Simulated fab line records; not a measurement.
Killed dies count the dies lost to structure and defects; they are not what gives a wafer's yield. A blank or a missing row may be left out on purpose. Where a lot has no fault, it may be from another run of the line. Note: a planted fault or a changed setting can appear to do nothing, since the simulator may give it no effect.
fab line records + flow nand-harc
[record]
- lots = 6
- wafers = 18
- last-day = 34
route steps=1302 shown THIN_TSV@1283 END@1302
lots with no fault: from the same line, run without faults
start-h: hours from the record's first day to the start of the lot's first wafer shown + wait-h: hours from the lot's prior step to this one + " repeats the value in the row above + L1.1+2: a row that stands for several wafers + - value missing, or start not given + * or withheld: withheld + < > ~ a bound
route shown NAME@n: NAME is a module with steps in the file, n the number in the route of the first one + usual: average and standard deviation across the fault-free wafers + same: alike in all rows + chamber/n: place in a boat + sites: the reading at each site + _std_site: the values' standard deviation + _edge_site: inner sites' mean taken away from outer sites' mean + radius-mm: how far each site lies from the wafer's centre + mask NAME#n: copy n + behind: the last tool/chamber to shape the wafer + hold: the reason the lot was held/the length of the hold in hours/how it ended + device: transistor that didn't switch, given as n, p or np + end of line: the same wafers' tests at the end of the route + for a step that has no rows: nothing shown but its recipe + killed: dies that structure and defects cost at the first sort, which is not the same as the wafer's yield + map: dies across one wafer; x = killed, . = not, _ = none there
set.NAME: the setting as run; set.NAME@STEP: as run at that earlier step + model.NAME: the simulator's own value behind a step, which no gauge read
lots seen at some steps along the route; tables by step, rows by wafer
services: from which hour (start-h, from the record's first day; less than 0 if before it) a tool's chamber was out of use, for how many hours, and why
[[steps]]
[step NHARC_THIN_TSV_DEHYDRATE_25]
[recipe]
- temp-c = 150
- time-s = 120
[step NHARC_THIN_TSV_HMDS_26]
[recipe]
- time-s = 30
[step NHARC_THIN_TSV_COAT_27]
[recipe]
- spin-rpm = *
[step NHARC_THIN_TSV_SOFTBAKE_28]
[recipe]
- temp-c = 122
- time-s = 95
[step NHARC_THIN_TSV_EBR_29]
[step NHARC_THIN_TSV_EXPOSE_30]
[recipe]
- na = 0.55
- dose-mj = 11.47
- mask-id = PAD
[step NHARC_THIN_TSV_PEB_31]
[recipe]
- peb-temp-c = 118
- peb-time-s = 85
[step NHARC_THIN_TSV_DEVELOP_32]
[recipe]
- time-s = 70
[step NHARC_THIN_TSV_CD_MEAS_33]
[recipe]
- target-cd-nm = 5000
- landing-energy-ev = 500
[usual]
- cd-nm = 5001.2/1.7
[same]
- landing-energy-ev = 500
| lot.wafer | tool      | chamber | start-h | wait-h | cd-nm  |
|-----------|-----------|---------|---------|--------|--------|
| L761.2    | cd-sem-02 | 0       | 584.81  | -      | 5000.0 |
| L761.4    | "         | 0       | "       | "      | 5001.7 |
| L761.6    | "         | 0       | "       | "      | 5003.2 |
| L762.1    | cd-sem-01 | 0       | 601.15  | -      | 5002.1 |
| L762.4    | "         | 0       | "       | "      | 4999.3 |
| L762.5    | "         | 0       | "       | "      | 4998.6 |
| L764.1    | cd-sem-02 | 0       | 636.33  | -      | 5001.5 |
| L764.3    | "         | 0       | "       | "      | 5000.7 |
| L764.6    | "         | 0       | "       | "      | 4999.1 |
| L776.1    | cd-sem-02 | 0       | 754.98  | -      | 5000.6 |
| L776.3    | "         | 0       | "       | "      | 5001.3 |
| L776.6    | "         | 0       | "       | "      | 5002.2 |
| L778.4    | cd-sem-02 | 0       | 770.99  | -      | 4999.5 |
| L778.5    | "         | 0       | "       | "      | 5004.4 |
| L778.6    | "         | 0       | "       | "      | 5001.3 |
| L779.4    | cd-sem-02 | 0       | 805.12  | -      | 4999.2 |
| L779.5    | "         | 0       | "       | "      | 5001.3 |
| L779.6    | "         | 0       | "       | "      | 4998.5 |
[step NHARC_THIN_TSV_HARDBAKE_34]
[recipe]
- temp-c = 125
- time-s = 80
[step NHARC_THIN_TSV_DESCUM_35]
[recipe]
- time-s = 3
- o2-flow-sccm = 200
- ar-flow-sccm = 0
- bias-power-w = 0
- chemistry = O2
[usual]
- drypump-motor-current-A = 5.6/0.49
- oes-product-au = 0.997/0.01
- rf-vpp-V = 57.6/0.84
- showerhead-plenum-p-Torr = 1.86/0.088
- throttle-valve-pct = 11.311/0.0087
| lot.wafer | tool        | chamber | start-h | wait-h | drypump-motor-current-A | oes-product-au | rf-hours-counter-h | rf-vpp-V | showerhead-plenum-p-Torr | throttle-valve-pct |
|-----------|-------------|---------|---------|--------|-------------------------|----------------|--------------------|----------|--------------------------|--------------------|
| L761.4    | rie-diel-12 | 2       | 584.97  | -      | 6.0                     | 1.008          | 5.5                | 57.6     | 1.97                     | 11.319             |
| L761.2    | "           | 3       | "       | "      | 6.1                     | 0.984          | 4.6                | 57.3     | 1.81                     | 11.297             |
| L761.6    | "           | 3       | "       | "      | 6.0                     | 0.991          | -                  | 56.5     | 1.81                     | 11.313             |
| L762.1    | rie-diel-09 | 0       | 601.33  | -      | 5.7                     | 0.996          | 7.0                | 57.8     | 2.00                     | 11.322             |
| L762.4    | "           | 2       | "       | "      | 6.3                     | 0.999          | 6.1                | 58.3     | 2.00                     | 11.307             |
| L762.5    | "           | 0       | "       | "      | 5.7                     | 0.992          | -                  | 58.3     | 2.00                     | 11.320             |
| L764.1    | rie-diel-09 | 1       | 636.49  | -      | 4.7                     | 0.993          | 8.8                | 57.0     | 1.77                     | 11.297             |
| L764.3    | "           | 1       | "       | "      | 4.7                     | 0.990          | -                  | 56.9     | 1.78                     | 11.316             |
| L764.6    | "           | 3       | "       | "      | 5.0                     | 0.985          | -                  | 58.5     | 1.78                     | 11.293             |
| L776.1    | rie-diel-12 | 0       | 755.14  | -      | 5.6                     | 1.016          | 5.3                | 58.4     | 1.79                     | 11.298             |
| L776.3    | "           | 1       | "       | "      | 5.2                     | 0.983          | 6.1                | 58.9     | 2.04                     | 11.317             |
| L776.6    | "           | 0       | "       | "      | 5.7                     | 1.019          | -                  | 57.6     | 1.79                     | 11.312             |
| L778.4    | rie-diel-12 | 2       | 771.14  | -      | 6.0                     | 0.997          | 6.0                | 57.4     | 1.97                     | 11.308             |
| L778.6    | "           | 2       | "       | "      | 6.0                     | 1.015          | -                  | 58.2     | 1.97                     | 11.304             |
| L778.5    | "           | 3       | "       | "      | 6.1                     | 0.996          | -                  | 56.8     | 1.81                     | 11.307             |
| L779.4    | rie-diel-11 | 0       | 805.27  | -      | 5.9                     | 1.004          | 1.6                | 57.5     | 1.80                     | 11.305             |
| L779.5    | "           | 0       | "       | "      | 6.0                     | 0.993          | -                  | 57.8     | 1.80                     | 11.332             |
| L779.6    | "           | 1       | "       | "      | 5.6                     | 0.999          | -                  | 57.9     | 1.90                     | 11.305             |
[step NHARC_THIN_TSV_ETCH_59]
[recipe]
- target-depth-a = 8800
- icp-w = 900
- bias-w = 100
- Cl2_flow_sccm = 60
- bcl3-flow-sccm = 30
- time-s = 138.1
- chemistry = Cl2/BCl3
[usual]
- drypump-motor-current-A = 6.0/0.49
- he-backside-leak-sccm = 3.31/0.21
- oes-product-au = 0.999/0.011
- throttle-valve-pct = 22.264/0.0087
| lot.wafer | tool         | chamber | start-h | wait-h | drypump-motor-current-A | he-backside-leak-sccm | oes-product-au | rf-hours-counter-h | throttle-valve-pct |
|-----------|--------------|---------|---------|--------|-------------------------|-----------------------|----------------|--------------------|--------------------|
| L761.2    | rie-metal-03 | 1       | 585.13  | 0.1    | 5.9                     | 3.48                  | 0.985          | 0.8                | 22.256             |
| L761.4    | "            | 1       | "       | "      | 5.9                     | 3.31                  | 0.982          | -                  | 22.272             |
| L761.6    | "            | 1       | "       | "      | 5.9                     | 3.15                  | 0.984          | -                  | 22.255             |
| L762.1    | rie-metal-03 | 1       | 601.48  | 0.1    | 5.9                     | 3.57                  | 1.003          | 1.2                | 22.275             |
| L762.4    | "            | 1       | "       | "      | 5.9                     | 3.39                  | 1.000          | -                  | 22.247             |
| L762.5    | "            | 0       | "       | "      | 6.6                     | 3.15                  | 1.017          | -                  | 22.262             |
| L764.1    | rie-metal-01 | 1       | 636.73  | 0.2    | 6.4                     | 3.26                  | 0.986          | 0.9                | 22.263             |
| L764.3    | "            | 0       | "       | "      | 5.3                     | 3.32                  | 1.000          | -                  | 22.260             |
| L764.6    | "            | 0       | "       | "      | 5.3                     | 3.57                  | 0.995          | -                  | 22.267             |
| L776.1    | rie-metal-03 | 1       | 755.30  | 0.1    | 5.9                     | 3.39                  | 0.995          | 1.1                | 22.261             |
| L776.3    | "            | 0       | "       | "      | 6.6                     | 3.34                  | 1.014          | -                  | 22.265             |
| L776.6    | "            | 1       | "       | "      | 5.9                     | 3.57                  | 1.002          | -                  | 22.265             |
| L778.4    | rie-metal-03 | 1       | 771.38  | 0.2    | 5.9                     | 3.17                  | 1.004          | -                  | 22.260             |
| L778.5    | "            | 0       | "       | "      | 6.6                     | 3.00                  | 1.018          | -                  | 22.256             |
| L778.6    | "            | 1       | "       | "      | 5.9                     | 3.14                  | 1.005          | -                  | 22.274             |
| L779.4    | rie-metal-02 | 1       | 805.47  | 0.2    | 6.1                     | 3.22                  | 1.003          | -                  | 22.275             |
| L779.6    | "            | 1       | "       | "      | 6.1                     | 3.08                  | 1.009          | -                  | 22.263             |
| L779.5    | "            | 0       | "       | "      | 5.2                     | 3.86                  | 0.989          | -                  | 22.265             |
[step NHARC_THIN_TSV_ETCH_36]
[recipe]
- target-depth-a = 650
- over-etch-frac = 0.3
- time-s = 18.571
- ion-energy-ev = 150
- chemistry = Cl2/BCl3
[usual]
- drypump-motor-current-A = 6.0/0.49
- he-backside-leak-sccm = 3.33/0.17
- oes-product-au = 0.998/0.011
| lot.wafer | tool         | chamber | start-h | wait-h | drypump-motor-current-A | he-backside-leak-sccm | oes-product-au | rf-hours-counter-h |
|-----------|--------------|---------|---------|--------|-------------------------|-----------------------|----------------|--------------------|
| L761.2    | rie-metal-03 | 1       | 585.36  | 0.2    | 5.9                     | 3.25                  | 0.988          | 0.9                |
| L761.4    | "            | 0       | "       | "      | 6.6                     | 3.13                  | 0.999          | -                  |
| L761.6    | "            | 1       | "       | "      | 5.9                     | 3.42                  | 0.978          | -                  |
| L762.1    | rie-metal-03 | 0       | 601.71  | 0.2    | 6.6                     | 3.42                  | 1.017          | 1.4                |
| L762.4    | "            | 0       | "       | "      | 6.6                     | 3.18                  | 1.002          | -                  |
| L762.5    | "            | 0       | "       | "      | 6.6                     | 3.34                  | 1.008          | -                  |
| L764.1    | rie-metal-01 | 0       | 636.96  | 0.2    | 5.3                     | 3.34                  | 0.999          | 1.0                |
| L764.3    | "            | 1       | "       | "      | 6.3                     | 3.25                  | 0.997          | -                  |
| L764.6    | "            | 1       | "       | "      | 6.3                     | 3.49                  | 0.998          | -                  |
| L776.1    | rie-metal-03 | 1       | 755.53  | 0.2    | 5.9                     | 3.29                  | 1.001          | 1.2                |
| L776.3    | "            | 1       | "       | "      | 5.9                     | 3.30                  | 0.834          | -                  |
| L776.6    | "            | 0       | "       | "      | 6.6                     | 3.20                  | 1.008          | -                  |
| L778.4    | rie-metal-03 | 0       | 771.54  | 0.1    | 6.6                     | 3.07                  | 1.005          | -                  |
| L778.5    | "            | 1       | "       | "      | 5.9                     | 3.46                  | 0.820          | -                  |
| L778.6    | "            | 0       | "       | "      | 6.6                     | 3.21                  | 1.025          | -                  |
| L779.4    | rie-metal-02 | 0       | 805.68  | 0.2    | 5.2                     | 3.75                  | 0.992          | -                  |
| L779.5    | "            | 1       | "       | "      | 6.2                     | 3.21                  | 1.009          | -                  |
| L779.6    | "            | 0       | "       | "      | 5.2                     | 3.60                  | 0.993          | -                  |
[step NHARC_THIN_TSV_STRIP_56]
[recipe]
- power-w = 1500
- temp-c = 250
- chemistry = O2
[usual]
- drypump-motor-current-A = 5.86/0.12
- heater-power-w = 297/38
| lot.wafer | tool            | chamber | start-h | wait-h | drypump-motor-current-A | heater-power-w | rf-hours-counter-h |
|-----------|-----------------|---------|---------|--------|-------------------------|----------------|--------------------|
| L761.2    | plasma-asher-02 | 0       | 585.46  | 0.1    | 5.84                    | 273            | 33                 |
| L761.4    | "               | 1       | "       | "      | 6.01                    | 340            | -                  |
| L761.6    | "               | 0       | "       | "      | 5.87                    | 276            | -                  |
| L762.1    | plasma-asher-01 | 0       | 601.85  | 0.1    | 5.92                    | 250            | 16                 |
| L762.4    | "               | 1       | "       | "      | 5.68                    | 331            | -                  |
| L762.5    | "               | 1       | "       | "      | 5.68                    | 328            | -                  |
| L764.1    | plasma-asher-02 | 0       | 637.07  | 0.1    | 5.86                    | 292            | 6                  |
| L764.3    | "               | 0       | "       | "      | 5.86                    | 281            | -                  |
| L764.6    | "               | 1       | "       | "      | 6.01                    | 344            | -                  |
| L776.1    | plasma-asher-02 | 1       | 755.67  | 0.1    | 6.01                    | 330            | 30                 |
| L776.3    | "               | 0       | "       | "      | 5.87                    | 284            | -                  |
| L776.6    | "               | 1       | "       | "      | 6.02                    | 344            | -                  |
| L778.4    | plasma-asher-01 | 0       | 771.77  | 0.2    | 5.91                    | 239            | -                  |
| L778.6    | "               | 1       | "       | "      | 5.70                    | 321            | -                  |
| L778.5    | "               | 0       | "       | "      | 5.91                    | 237            | -                  |
| L779.4    | plasma-asher-02 | 0       | 805.85  | 0.2    | 5.85                    | 283            | -                  |
| L779.6    | "               | 0       | "       | "      | 5.88                    | 275            | -                  |
| L779.5    | "               | 1       | "       | "      | 6.00                    | 335            | -                  |
[step NHARC_END_SORT_01]
[recipe]
- temp-c = 25
[usual]
- defect-limited-yield = 91.6/2.8
- killed-at-array = 52/18
- killed-at-other = 0.6/0.83
- killed-at-periphery = 4.3/2.8
- killed-dies = 57/19
- killed-open = 3.4/2
- killed-short = 2.5/1.7
- sort_bin_2_pct = 3.0/1.1
- sort_bin_3_pct = 0.6/0.41
- sort_bin_4_pct = 4.7/1.6
- sort-n-pass = 620/19
- sort-rim-yield-pct = 91/3.7
- sort-yield-pct = 91.6/2.8
[same]
- gross-dies = 677
- sort_bin_5_pct[%] = 0
- sort_bin_6_pct[%] = 0
- sort_bin_7_pct[%] = 0
- sort_bin_8_pct[%] = 0
- sort-rim-n-gross = 106.00
| lot.wafer | tool      | chamber | start-h | wait-h | defect-limited-yield[%] | killed-at-array | killed-at-other | killed-at-periphery | killed-dies | killed-open | killed-short | sort_bin_2_pct[%] | sort_bin_3_pct[%] | sort_bin_4_pct[%] | sort-n-pass | sort-rim-yield-pct[%] | sort-yield-pct[%] |
|-----------|-----------|---------|---------|--------|-------------------------|-----------------|-----------------|---------------------|-------------|-------------|--------------|-------------------|-------------------|-------------------|-------------|-----------------------|-------------------|
| L762.1    | prober-02 | 0       | 611.67  | 2.5    | 92.5                    | 46              | 1               | 4                   | 51          | 3           | 3            | 3.1               | 0.6               | 3.8               | 626         | 97                    | 92.5              |
| L762.4    | prober-02 | 0       | 614.08  | 3.4    | 92.9                    | 44              | 0               | 4                   | 48          | 3           | 4            | 2.7               | 0.1               | 4.3               | 629         | 95                    | 92.9              |
| L762.5    | prober-02 | 0       | 614.89  | 3.7    | 92.9                    | 44              | 0               | 4                   | 48          | 2           | 4            | 3.2               | 0.4               | 3.4               | 629         | 99                    | 92.9              |
| L764.1    | prober-02 | 0       | 645.62  | 2.5    | 89.7                    | 68              | 0               | 2                   | 70          | 1           | 3            | 3.4               | 1.0               | 5.9               | 607         | 87                    | 89.7              |
| L764.3    | prober-02 | 0       | 647.19  | 3.1    | 91.1                    | 59              | 1               | 0                   | 60          | 1           | 1            | 3.1               | 0.7               | 5.0               | 617         | 92                    | 91.1              |
| L764.6    | prober-02 | 0       | 649.55  | 3.9    | 90.7                    | 62              | 0               | 1                   | 63          | 2           | 1            | 4.0               | 0.4               | 4.9               | 614         | 88                    | 90.7              |
| L776.1    | prober-02 | 0       | 768.91  | 2.5    | 93.6                    | 38              | 0               | 5                   | 43          | 0           | 3            | 2.7               | 0.6               | 3.1               | 634         | 86                    | 93.6              |
| L776.3    | prober-02 | 0       | 770.52  | 3.1    | 92.9                    | 42              | 0               | 6                   | 48          | 2           | 2            | 2.5               | 1.0               | 3.5               | 629         | 82                    | 92.9              |
| L776.6    | prober-02 | 0       | 772.93  | 4.0    | 91.9                    | 49              | 1               | 5                   | 55          | 7           | 7            | 4.0               | 0.1               | 4.0               | 622         | 86                    | 91.9              |
// killed by level:class
L762.1 A_CHANNEL_HOLE_D2:chamber-film-flake=34 A_CONTACT:chamber-film-flake=3 P_M1:chamber-film-flake=2 P_BONDPAD:chamber-film-flake=2 A_ONON_D1:geometric-particle:short=1 A_ONON_D1:geometric-particle:open=1 A_CHANNEL_FILL_D1:geometric-particle:short=1 A_WL_FILL:geometric-particle:short=1
L762.4 A_CHANNEL_HOLE_D2:chamber-film-flake=31 A_CHANNEL_FILL_D2:geometric-particle:short=3 A_CONTACT:chamber-film-flake=3 A_WL_FILL:geometric-particle:open=2 P_GATE:chamber-film-flake=2 A_CHANNEL_HOLE_D1:chamber-film-flake=2 A_ONON_D2:geometric-particle:short=1 A_ONON_D2:geometric-particle:open=1
L762.5 A_CHANNEL_HOLE_D2:chamber-film-flake=32 A_CONTACT:geometric-particle:short=2 P_ZERO_WELL:chamber-film-flake=2 A_CHANNEL_HOLE_D1:chamber-film-flake=2 A_DECK1_JOINT:chamber-film-flake=2 A_CHANNEL_FILL_D1:geometric-particle:short=1 A_ONON_D2:geometric-particle:open=1 A_WL_FILL:geometric-particle:short=1
L764.1 A_CHANNEL_HOLE_D2:chamber-film-flake=36 A_SLIT:chamber-film-flake=20 A_CONTACT:chamber-film-flake=6 A_SGD_CUT:geometric-particle:short=2 A_CHANNEL_FILL_D1:geometric-particle:short=1 A_WL_FILL:geometric-particle:open=1 P_GATE:chamber-film-flake=1 P_BONDPAD:chamber-film-flake=1
L764.3 A_CHANNEL_HOLE_D2:chamber-film-flake=29 A_SLIT:chamber-film-flake=16 A_CONTACT:chamber-film-flake=9 A_ONON_D1:geometric-particle:short=1 A_M0:geometric-particle:open=1 A_CHANNEL_HOLE_D1:chamber-film-flake=1 A_CHANNEL_FILL_D2:chamber-film-flake=1 A_WL_FILL:chamber-film-flake=1
L764.6 A_CHANNEL_HOLE_D2:chamber-film-flake=35 A_SLIT:chamber-film-flake=20 A_CONTACT:chamber-film-flake=3 A_CHANNEL_HOLE_D1:chamber-film-flake=2 P_CONTACT:geometric-particle:open=1 A_CHANNEL_FILL_D1:geometric-particle:short=1 A_SGD_CUT:geometric-particle:open=1
L776.1 A_SLIT:chamber-film-flake=13 A_CHANNEL_HOLE_D2:chamber-film-flake=8 A_CHANNEL_HOLE_D1:chamber-film-flake=5 A_CONTACT:chamber-film-flake=4 P_GATE:chamber-film-flake=3 A_STAIRCASE:chamber-film-flake=3 A_CHANNEL_FILL_D1:geometric-particle:short=1 A_ONON_D2:geometric-particle:short=1
L776.3 A_SLIT:chamber-film-flake=16 A_CHANNEL_HOLE_D2:chamber-film-flake=8 A_CONTACT:chamber-film-flake=7 A_CHANNEL_HOLE_D1:chamber-film-flake=6 P_GATE:chamber-film-flake=4 A_ONON_D2:geometric-particle:short=1 A_CHANNEL_HOLE_D2:geometric-particle:open=1 A_CHANNEL_FILL_D2:geometric-particle:open=1
L776.6 A_SLIT:chamber-film-flake=13 A_CHANNEL_HOLE_D2:chamber-film-flake=13 A_STAIRCASE:chamber-film-flake=4 P_GATE:chamber-film-flake=3 A_CONTACT:chamber-film-flake=3 A_CHANNEL_FILL_D1:geometric-particle:short=2 A_ONON_D2:geometric-particle:short=2 A_WL_FILL:geometric-particle:short=2
[[services]]
| tool            | chamber | start-h | hours | kind   |
|-----------------|---------|---------|-------|--------|
| rie-metal-01    | -       | 575.00  | 9.0   | pm     |
| rie-diel-09     | 2       | 580.55  | 15.0  | repair |
| plasma-asher-02 | -       | 603.00  | 9.0   | pm     |
| rie-diel-12     | -       | 622.40  | 9.0   | pm     |
| plasma-asher-01 | -       | 623.38  | 3.7   | repair |
| rie-metal-02    | -       | 631.00  | 9.0   | pm     |
| rie-diel-09     | 0       | 632.13  | 6.3   | repair |
| rie-diel-09     | 2       | 634.15  | 4.1   | repair |
| plasma-asher-01 | -       | 650.55  | 1.5   | repair |
| plasma-asher-02 | -       | 665.41  | 8.3   | repair |
| rie-metal-02    | 0       | 667.23  | 60.8  | repair |
| rie-diel-09     | -       | 674.10  | 9.0   | pm     |
| rie-diel-12     | 0       | 692.26  | 21.1  | repair |
| plasma-asher-01 | -       | 692.71  | 3.8   | repair |
| rie-metal-03    | -       | 696.00  | 9.0   | pm     |
| plasma-asher-01 | -       | 696.53  | 9.0   | pm     |
| rie-diel-09     | -       | 717.68  | 0.3   | repair |
| rie-diel-12     | 0       | 739.12  | 6.1   | repair |
| plasma-asher-01 | -       | 740.92  | 4.0   | repair |
| rie-metal-01    | 0       | 742.67  | 2.2   | repair |
| rie-metal-01    | -       | 752.00  | 9.0   | pm     |
| plasma-asher-02 | -       | 780.61  | 9.0   | pm     |
| rie-metal-03    | -       | 783.31  | 0.4   | repair |
| rie-diel-12     | -       | 799.40  | 9.0   | pm     |
[[key]]
[first-sign]
- step = NHARC_THIN_TSV_ETCH_36
- reading = oes-product-au
- direction = down
- sigmas = 16
- usual = 0.998
- struck = 0.827
effect none on later readings
met-at NHARC_THIN_TSV_ETCH_36
struck-wafers L776.3,L778.5
onset-between 601.71 755.53
[fault]
- kind = process-parameter-drift
- tool = rie-metal-03
- chamber = -
- onset-h = 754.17
- steps = NHARC_THIN_TSV_ETCH_36
- channel = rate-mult
- offset = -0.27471
- shape = step
- end-h = 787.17
- scope = struck-wafers-only
